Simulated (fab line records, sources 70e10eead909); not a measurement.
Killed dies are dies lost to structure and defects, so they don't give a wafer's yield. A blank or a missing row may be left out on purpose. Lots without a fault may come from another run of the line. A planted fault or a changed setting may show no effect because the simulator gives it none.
Which tool did it? | flow nand_harc | 24 lots, 72 wafers sampled, at 5 steps of a route of 1302

WHAT THE GAUGES READ, wafer by wafer
NHARC_A_M1_INSPECT_27. Usual: raw_defect_count 532, standard deviation 120.
lot  | measured     | on                | raw_defect_count | flag
L075 | day 23 07:38 | defect_inspect-02 | 463 567 546      |
L074 | day 23 15:17 | defect_inspect-02 | 611 573 440      |
L076 | day 23 22:29 | defect_inspect-01 | 691 452 510      |
L079 | day 24 05:08 | defect_inspect-01 | 1039 730 891     |
L077 | day 24 07:17 | defect_inspect-01 | 440 441 641      |
L078 | day 24 12:54 | defect_inspect-01 | 463 450 641      |
L081 | day 25 14:19 | defect_inspect-02 | 517 512 686      |
L080 | day 25 15:48 | defect_inspect-01 | 521 423 600      |
L082 | day 26 06:50 | defect_inspect-02 | 454 507 487      |
L083 | day 26 18:49 | defect_inspect-01 | 434 442 597      |
L084 | day 26 22:14 | defect_inspect-01 | 572 546 589      |
L085 | day 27 09:07 | defect_inspect-02 | 507 484 391      |
L087 | day 27 22:27 | defect_inspect-02 | 502 411 418      |
L086 | day 28 01:09 | defect_inspect-02 | 386 460 468      |
L088 | day 28 19:01 | defect_inspect-02 | 447 433 414      |
L089 | day 29 03:34 | defect_inspect-02 | 527 485 430      |
L090 | day 29 22:04 | defect_inspect-02 | 434 541 480      |
L092 | day 30 03:38 | defect_inspect-02 | 477 556 468      |
L091 | day 30 06:20 | defect_inspect-02 | 638 587 653      |
L093 | day 30 23:37 | defect_inspect-02 | 698 566 508      |
L095 | day 31 05:18 | defect_inspect-02 | 513 401 421      |
L094 | day 31 07:02 | defect_inspect-02 | 513 477 423      |
L096 | day 31 09:19 | defect_inspect-02 | 597 814 749      |
L097 | day 31 22:22 | defect_inspect-01 | 702 541 488      |

NHARC_A_BONDPAD_CD_MEAS_09: target cd 500 nm. Usual: cd_nm 499.3 nm, standard deviation 2.4.
lot  | measured     | on        | cd_nm (nm)        | flag
L075 | day 23 09:34 | cd_sem-03 | 500.2 500.6 500.6 |
L074 | day 23 17:33 | cd_sem-01 | 501.0 502.7 501.8 |
L076 | day 24 00:25 | cd_sem-01 | 501.0 503.5 501.8 |
L079 | day 24 07:13 | cd_sem-02 | 494.7 497.7 497.3 |
L077 | day 24 09:12 | cd_sem-03 | 498.0 497.1 495.8 |
L078 | day 24 14:50 | cd_sem-03 | 499.5 498.3 493.1 |
L081 | day 25 16:07 | cd_sem-01 | 498.5 496.2 500.4 |
L080 | day 25 17:44 | cd_sem-01 | 497.2 500.1 500.4 |
L082 | day 26 08:38 | cd_sem-01 | 502.9 501.3 499.7 |
L083 | day 26 20:37 | cd_sem-02 | 500.3 501.0 501.7 |
L084 | day 27 00:02 | cd_sem-03 | 497.7 497.3 499.0 |
L085 | day 27 11:03 | cd_sem-03 | 498.4 497.6 499.8 |
L087 | day 28 00:22 | cd_sem-03 | 501.2 498.0 496.0 |
L086 | day 28 03:04 | cd_sem-02 | 500.8 495.9 497.1 |
L088 | day 28 20:58 | cd_sem-03 | 493.1 494.6 497.7 |
L089 | day 29 05:29 | cd_sem-01 | 502.7 503.7 501.1 |
L090 | day 30 00:01 | cd_sem-01 | 498.7 499.9 495.4 |
L092 | day 30 05:26 | cd_sem-02 | 501.6 498.3 499.9 |
L091 | day 30 08:15 | cd_sem-01 | 498.8 500.0 500.5 |
L093 | day 31 01:33 | cd_sem-03 | 501.2 500.8 498.8 |
L095 | day 31 07:05 | cd_sem-01 | 503.0 502.5 498.8 |
L094 | day 31 08:56 | cd_sem-02 | 501.4 497.7 500.5 |
L096 | day 31 11:23 | cd_sem-01 | 504.4 499.7 501.7 |
L097 | day 32 00:13 | cd_sem-02 | 501.6 498.1 499.1 |

WHICH TOOL RAN EACH LOT (tool, then ch and the chambers of the sampled wafers, then the start)
lot  | NHARC_A_M0_PVD_20                       | NHARC_A_M1_DESCUM_14               | NHARC_A_M1_PRE_CLEAN_32
L075 | pvd_sputter-02, day 23 05:02 or earlier | rie_diel-02 ch 0,1,2, day 23 05:02 | pecvd-01 ch 0,1, day 23 07:42
L074 | pvd_sputter-01, day 23 12:43 or earlier | rie_diel-09 ch 0,2,3, day 23 12:43 | pecvd-02 ch 0,1, day 23 15:42
L076 | pvd_sputter-01, day 23 19:55 or earlier | rie_diel-02 ch 1,2, day 23 19:55   | pecvd-02 ch 1,2, day 23 22:34
L079 | pvd_sputter-03, day 24 02:35 or earlier | rie_diel-02 ch 1,2,3, day 24 02:35 | pecvd-02 ch 0,1,2, day 24 05:22
L077 | pvd_sputter-01, day 24 04:41 or earlier | rie_diel-08 ch 0,2,3, day 24 04:41 | pecvd-01 ch 0,1, day 24 07:21
L078 | pvd_sputter-02, day 24 10:15 or earlier | rie_diel-09 ch 0,3, day 24 10:15   | pecvd-02 ch 0,1, day 24 12:59
L081 | pvd_sputter-03, day 25 11:26 or earlier | rie_diel-02 ch 0,2,3, day 25 11:26 | pecvd-01 ch 0,2, day 25 14:23
L080 | pvd_sputter-03, day 25 13:14 or earlier | rie_diel-08 ch 1,3, day 25 13:14   | pecvd-01 ch 0,1,2, day 25 15:52
L082 | pvd_sputter-02, day 26 03:46 or earlier | rie_diel-02 ch 1,2, day 26 03:46   | pecvd-02 ch 0,1,2, day 26 06:56
L083 | pvd_sputter-01, day 26 16:13 or earlier | rie_diel-02 ch 0,1,3, day 26 16:13 | pecvd-01 ch 0,2, day 26 18:53
L084 | pvd_sputter-01, day 26 19:40 or earlier | rie_diel-02 ch 0,1,3, day 26 19:40 | pecvd-03 ch 0,1, day 26 22:19
L085 | pvd_sputter-02, day 27 06:34 or earlier | rie_diel-02 ch 0,1,2, day 27 06:34 | pecvd-03 ch 0,1,2, day 27 09:12
L087 | pvd_sputter-01, day 27 19:50 or earlier | rie_diel-08 ch 0,2, day 27 19:50   | pecvd-02 ch 1,2, day 27 22:32
L086 | pvd_sputter-03, day 27 22:35 or earlier | rie_diel-08 ch 1,2,3, day 27 22:35 | pecvd-01 ch 0,2, day 28 01:14
L088 | pvd_sputter-02, day 28 16:19 or earlier | rie_diel-08 ch 0,2, day 28 16:19   | pecvd-02 ch 0,2, day 28 19:05
L089 | pvd_sputter-03, day 29 00:59 or earlier | rie_diel-08 ch 0,1,2, day 29 00:59 | pecvd-02 ch 0,1,2, day 29 03:40
L090 | pvd_sputter-03, day 29 19:30 or earlier | rie_diel-09 ch 1,2,3, day 29 19:30 | pecvd-02 ch 0,1, day 29 22:07
L092 | pvd_sputter-03, day 30 01:05 or earlier | rie_diel-02 ch 1,2,3, day 30 01:05 | pecvd-02 ch 0,1,2, day 30 03:43
L091 | pvd_sputter-02, day 30 03:46 or earlier | rie_diel-09 ch 2,3, day 30 03:46   | pecvd-01 ch 0,1,2, day 30 06:25
L093 | pvd_sputter-01, day 30 21:01 or earlier | rie_diel-09 ch 0,1,2, day 30 21:01 | pecvd-03 ch 1,2, day 30 23:50
L095 | pvd_sputter-03, day 31 02:41 or earlier | rie_diel-09 ch 1,2,3, day 31 02:41 | pecvd-01 ch 1,2, day 31 05:22
L094 | pvd_sputter-01, day 31 04:23 or earlier | rie_diel-02 ch 0,1,2, day 31 04:23 | pecvd-03 ch 0,1, day 31 07:05
L096 | pvd_sputter-02, day 31 06:46 or earlier | rie_diel-09 ch 0,1,3, day 31 06:46 | pecvd-01 ch 0,1,2, day 31 09:31
L097 | pvd_sputter-03, day 31 19:48 or earlier | rie_diel-08 ch 0,1,2, day 31 19:48 | pecvd-03 ch 0,1, day 31 22:30
- NHARC_A_M0_PVD_20: deposits TaN, target thk 5 nm, time 8.06 s.
- NHARC_A_M1_DESCUM_14: chemistry O2, time 3 s.
- NHARC_A_M1_PRE_CLEAN_32: time 12 s.

WHAT THE TOOLS THEMSELVES READ (means of the sampled wafers that have a number; where no wafer has one, the mark that the record gives instead)
NHARC_A_M0_PVD_20. Usual: throttle_valve_pct 29.9 %, standard deviation 1.
lot  | tool           | throttle_valve_pct (%) | flag
L075 | pvd_sputter-02 | 29.9                   |
L074 | pvd_sputter-01 | 29.1                   |
L076 | pvd_sputter-01 | 29.8                   |
L079 | pvd_sputter-03 | 29.1                   |
L077 | pvd_sputter-01 | 30.0                   |
L078 | pvd_sputter-02 | 30.0                   |
L081 | pvd_sputter-03 | 30.0                   |
L080 | pvd_sputter-03 | 30.0                   |
L082 | pvd_sputter-02 | 29.8                   |
L083 | pvd_sputter-01 | 29.6                   |
L084 | pvd_sputter-01 | 29.5                   |
L085 | pvd_sputter-02 | 30.1                   |
L087 | pvd_sputter-01 | 29.0                   |
L086 | pvd_sputter-03 | 30.7                   |
L088 | pvd_sputter-02 | 30.7                   |
L089 | pvd_sputter-03 | 29.9                   |
L090 | pvd_sputter-03 | 29.1                   |
L092 | pvd_sputter-03 | 30.7                   |
L091 | pvd_sputter-02 | 30.1                   |
L093 | pvd_sputter-01 | 29.5                   |
L095 | pvd_sputter-03 | 29.0                   |
L094 | pvd_sputter-01 | 29.7                   |
L096 | pvd_sputter-02 | 30.9                   |
L097 | pvd_sputter-03 | 30.3                   |

NHARC_A_M1_DESCUM_14. Usual: drypump_motor_current_A 5.79 A, standard deviation 0.3; o2_flow_sccm 200.0 sccm, standard deviation 0.61; oes_product_au 0.998 a.u., standard deviation 0.012; rf_vpp_V 57.9 V, standard deviation 0.84; showerhead_plenum_p_Torr 1.91 Torr, standard deviation 0.058; throttle_valve_pct 11.311 %, standard deviation 0.0084.
lot  | tool        | drypump_motor_current_A (A) | o2_flow_sccm (sccm) | oes_product_au (a.u.) | rf_vpp_V (V) | showerhead_plenum_p_Torr (Torr) | throttle_valve_pct (%) | flag
L075 | rie_diel-02 | 5.54                        | 199.7               | 1.013                 | 58.3         | 1.94                            | 11.305                 |
L074 | rie_diel-09 | 5.97                        | 200.4               | 0.993                 | 57.6         | 1.90                            | 11.320                 |
L076 | rie_diel-02 | 5.52                        | 200.1               | 1.004                 | 58.3         | 1.93                            | 11.315                 |
L079 | rie_diel-02 | 5.66                        | 200.1               | 0.999                 | 57.7         | 1.91                            | 11.310                 |
L077 | rie_diel-08 | 5.84                        | 199.7               | 1.003                 | 58.2         | 1.93                            | 11.315                 |
L078 | rie_diel-09 | 6.09                        | 200.1               | 0.998                 | 58.0         | 1.88                            | 11.311                 |
L081 | rie_diel-02 | 5.69                        | 200.7               | 1.002                 | 56.9         | 1.93                            | 11.312                 |
L080 | rie_diel-08 | 5.90                        | 200.4               | 0.984                 | 57.6         | 1.84                            | 11.315                 |
L082 | rie_diel-02 | 5.51                        | 200.0               | 0.996                 | 58.3         | 1.93                            | 11.306                 |
L083 | rie_diel-02 | 5.70                        | 200.2               | 1.013                 | 58.1         | 1.92                            | 11.308                 |
L084 | rie_diel-02 | 5.68                        | 200.1               | 1.013                 | 58.7         | 1.92                            | 11.303                 |
L085 | rie_diel-02 | 5.51                        | 200.0               | 1.007                 | 59.3         | 1.94                            | 11.307                 |
L087 | rie_diel-08 | 5.58                        | 199.8               | 1.005                 | 58.3         | 1.98                            | 11.322                 |
L086 | rie_diel-08 | 5.86                        | 200.0               | 0.991                 | 57.9         | 1.92                            | 11.309                 |
L088 | rie_diel-08 | 5.59                        | 199.6               | 1.002                 | 57.9         | 1.98                            | 11.304                 |
L089 | rie_diel-08 | 5.59                        | 200.1               | 1.003                 | 57.6         | 1.91                            | 11.318                 |
L090 | rie_diel-09 | 6.17                        | 200.3               | 0.981                 | 57.5         | 1.93                            | 11.306                 |
L092 | rie_diel-02 | 5.66                        | 199.8               | 0.999                 | 57.3         | 1.91                            | 11.319                 |
L091 | rie_diel-09 | 6.09                        | 199.8               | 1.000                 | 58.2         | 1.95                            | 11.308                 |
L093 | rie_diel-09 | 5.93                        | 199.9               | 0.985                 | 58.0         | 1.91                            | 11.306                 |
L095 | rie_diel-09 | 6.18                        | 199.6               | 0.987                 | 57.9         | 1.93                            | 11.309                 |
L094 | rie_diel-02 | 5.55                        | 199.7               | 1.011                 | 57.8         | 1.94                            | 11.316                 |
L096 | rie_diel-09 | 6.04                        | 200.5               | 0.987                 | 58.0         | 1.88                            | 11.308                 |
L097 | rie_diel-08 | 5.59                        | 199.9               | 0.983                 | 58.0         | 1.91                            | 11.311                 |

NHARC_A_M1_PRE_CLEAN_32. Usual: heater_power_w 632 W, standard deviation 84.
lot  | tool     | heater_power_w (W) | flag
L075 | pecvd-01 | 670                |
L074 | pecvd-02 | 622                |
L076 | pecvd-02 | 629                |
L079 | pecvd-02 | 610                |
L077 | pecvd-01 | 661                |
L078 | pecvd-02 | 628                |
L081 | pecvd-01 | 595                |
L080 | pecvd-01 | 643                |
L082 | pecvd-02 | 615                |
L083 | pecvd-01 | 588                |
L084 | pecvd-03 | 546                |
L085 | pecvd-03 | 576                |
L087 | pecvd-02 | 625                |
L086 | pecvd-01 | 607                |
L088 | pecvd-02 | 585                |
L089 | pecvd-02 | 647                |
L090 | pecvd-02 | 601                |
L092 | pecvd-02 | 578                |
L091 | pecvd-01 | 670                |
L093 | pecvd-03 | 643                |
L095 | pecvd-01 | 674                |
L094 | pecvd-03 | 584                |
L096 | pecvd-01 | 651                |
L097 | pecvd-03 | 538                |

THE ANSWER, worked out from the rows above alone
Rule: a lot is off if the mean of its wafers that have a number lies more than 3 standard deviations from the usual mean. A lot without any number at a reading at which 4 lots or more have one is off too. The other lots that the step has rows for count as sound. The gauges are gone through in route order, then the tools' own readings, and for those a lot's mean is taken as printed above. The first step at which some lot is off is used, and at that step the reading that is off furthest; a lot without a number counts as furthest.
No lot is off at any reading shown: from this, nothing can be told.

WHAT THE SIMULATOR HAD PUT IN
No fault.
